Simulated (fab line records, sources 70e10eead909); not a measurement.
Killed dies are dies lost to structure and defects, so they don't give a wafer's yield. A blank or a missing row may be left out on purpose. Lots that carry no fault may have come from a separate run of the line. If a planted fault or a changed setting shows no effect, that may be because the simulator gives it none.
A lot that was struck, set against a sound lot    flow nandHarc    23 out of 1159 route steps
Sound: wafers L469.2, L469.4, L469.5. Struck: wafer L480.2. (L480.3, L480.4 of the same lot were not struck and are left out.) The cause comes at the end.
At each step with rows: each side's tool, then ch and its chambers, then its first start. Under that, the readings that differ: sound wafers    struck wafers    difference of the means    sigmas: that difference in standard deviations of wafers without a fault.
alike: words and numbers the same on both sides, and readings whose means are apart by under 2 such deviations; not compared: readings that were withheld, readings missing a value for some wafer, numbers with overlapping values and no deviation given by the record, and bounds like >300 which may hide the same value.
Wherever a step has rows on one side only, a row that says differs or no value, or a row with sigmas, the two part there. When numbers do not overlap yet have no deviation, they are printed without sigmas and do not part them. A reading missing from all wafers of one side parts the sides only when that side holds two or more wafers.

NHARC_P_CONTACT_DEP_00: deposits SiO2, target thk 500 nm.
  sound on pecvd-02 ch 2; struck on pecvd-04 ch 0
reading           sound        struck  difference  sigmas
heaterPowerW (W)  588 602 639  418     -192        -2
  alike: throttleValvePct
NHARC_P_CONTACT_CMP_01: polishes SiO2, target thk 200 nm.
  sound on cmp-04 ch 0,3, day 5 21:57; struck on cmp-04 ch 3, day 8 19:18
  alike: motorCurrentA
then, 9 steps without rows for these wafers: NHARC_P_CONTACT_SRD_03; NHARC_P_CONTACT_DEHYDRATE_04 (time 120 s); NHARC_P_CONTACT_HMDS_05 (time 30 s); NHARC_P_CONTACT_COAT_33 (time 75 s); NHARC_P_CONTACT_COAT_34 (time 65 s); NHARC_P_CONTACT_COAT_06 (resist thk 90 nm); NHARC_P_CONTACT_SOFTBAKE_07 (time 55 s); NHARC_P_CONTACT_EBR_08; NHARC_P_CONTACT_EXPOSE_09 (exposes mask P CA, target cd 90 nm).
NHARC_P_CONTACT_PEB_10: peb time 65 s.
  sound on lithoTrack-01 ch 0, day 5 22:35; struck on lithoTrack-01 ch 0, day 8 20:03
  alike: chillPlateTempC
then, 1 step without rows for these wafers: NHARC_P_CONTACT_DEVELOP_11 (develop time 35 s).
NHARC_P_CONTACT_CD_MEAS_12: target cd 90 nm.
  sound on cdSem-02 ch 0, day 5 22:40; struck on cdSem-02 ch 0, day 8 20:08
reading    sound           struck  difference  sigmas
cdNm (nm)  89.5 90.0 90.6  111.6   +21.6       +23
NHARC_P_CONTACT_OVL_MEAS_13:
  sound: overlay-01 at day 5 22:45; struck: overlay-02 at day 8 20:13
reading          sound        struck  difference  sigmas
overlayXNm (nm)  1.0 0.2 1.1  -2.2    -3.0        -3
  alike: overlayYNm
NHARC_P_CONTACT_INSPECT_14:
  sound: defectInspect-01 at day 5 22:47; struck: defectInspect-02 at day 8 20:15
  alike: rawDefectCount
NHARC_P_CONTACT_DESCUM_17: chemistry O2, time 3 s.
  sound on rieDiel-03 ch 2,3, day 5 22:50; struck on rieDiel-03 ch 1, day 8 20:19
reading                    sound             struck  difference  sigmas
model.P_CONTACT.cdNm (nm)  89.5 89.73 90.89  112.3   +22.3       
  alike: drypumpMotorCurrentA, oesProductAu, rfVppV, showerheadPlenumPTorr, throttleValvePct
  not compared: rfHoursCounterH
NHARC_P_CONTACT_ETCH_35: etches the open film in CF4, target depth 39 nm, time 65 s.
  sound on rieDiel-03 ch 0,1, day 5 22:56; struck on rieDiel-03 ch 3, day 8 20:24
  alike: cf4FlowSccm, drypumpMotorCurrentA, oesProductAu, rfVppV, showerheadPlenumPTorr, throttleValvePct
  not compared: rfHoursCounterH
NHARC_P_CONTACT_ETCH_36: etches the open film in N2/H2, target depth 260 nm, time 406.25 s.
  sound on rieDiel-03 ch 1,2,3; struck on rieDiel-03 ch 2
  alike: drypumpMotorCurrentA, oesProductAu, rfVppV, showerheadPlenumPTorr, throttleValvePct
  not compared: rfHoursCounterH
NHARC_P_CONTACT_ETCH_18: etches the open film in C4F8/O2/Ar, target depth 481 nm, time 240.5 s.
  sound on rieDiel-03 ch 0,2,3; struck on rieDiel-03 ch 0
  alike: oesProductAu, rfVppV
  not compared: rfHoursCounterH
then, 1 step without rows for these wafers: NHARC_P_CONTACT_STRIP_37 (strips in C4F8/O2/Ar).
NHARC_P_CONTACT_ETCH_31: etches the open film in CH3F/O2, target depth 30 nm, time 85.7 s.
  sound on rieDiel-03 ch 0,1,3; struck on rieDiel-03 ch 1
reading                    sound              struck  difference  sigmas
model.P_CONTACT.cdNm (nm)  89.72 88.43 87.63  109.6   +21.0       
  alike: drypumpMotorCurrentA, oesProductAu, rfVppV, showerheadPlenumPTorr, throttleValvePct
  not compared: rfHoursCounterH
NHARC_P_CONTACT_CD_MEAS_19:
  sound: cdSem-01 at day 5 23:43; struck: cdSem-02 at day 8 21:11
reading    sound           struck  difference  sigmas
cdNm (nm)  89.7 88.4 87.4  109.3   +20.8       +12

WHERE THEY PART
Last at NHARC_P_CONTACT_CD_MEAS_19 as far as this record goes, first at NHARC_P_CONTACT_DEP_00.

WHY: the cause the simulator had injected
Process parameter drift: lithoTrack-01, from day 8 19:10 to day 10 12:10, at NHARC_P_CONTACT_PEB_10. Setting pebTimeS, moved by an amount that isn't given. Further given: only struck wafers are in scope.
